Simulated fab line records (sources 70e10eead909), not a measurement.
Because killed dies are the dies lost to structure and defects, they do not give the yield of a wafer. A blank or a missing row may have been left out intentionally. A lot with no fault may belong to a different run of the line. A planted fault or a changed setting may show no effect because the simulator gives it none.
Matching of chambers -- flow nand harc -- rie diel-11 running NHARC_A_STAIRCASE_ETCH_444: 4 sister chambers
The step etches the open film in C4F8/O2, target depth 20400 nm, time 6800 s. 4 wafers are shown with their chamber, then 7 later ones without.

## WAFERS, EACH WITH ITS CHAMBER
wafer,chamber,rf vpp V (V)
L160.6,1,807
L166.6,2,809
L175.4,0,801
L175.2,3,815

## WAFERS WITH NO CHAMBER GIVEN
wafer,rf vpp V (V)
L175.6,802
L177.2,800
L177.4,807
L177.6,808
L179.1,808
L179.4,808
L179.5,801

## CHAMBER TAKEN BY EACH
wafer,from the rows above,in truth
L175.6,0,0
L177.2,0,0
L177.4,1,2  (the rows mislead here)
L177.6,can't be placed: 1 or 2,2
L179.1,can't be placed: 1 or 2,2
L179.4,can't be placed: 1 or 2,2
L179.5,0,0
Correct placement for 3 of the 7. From these rows, 3 cannot be placed; in 3 the true chamber is one of the candidates. 1 placed wrongly.
How it was worked out, from the rows above alone: a wafer's distance from a chamber is the root of the sum, over the readings, of the square of ((its reading less the chamber's mean) divided by the reading's scatter). The wafer belongs to the nearest chamber; if the next one is less than 2 further off, it can't be placed. The mean given for a chamber averages the wafers shown for that chamber. The scatter: root of mean squared gap, hidden wafer to nearest shown wafer, with one shown wafer a chamber.
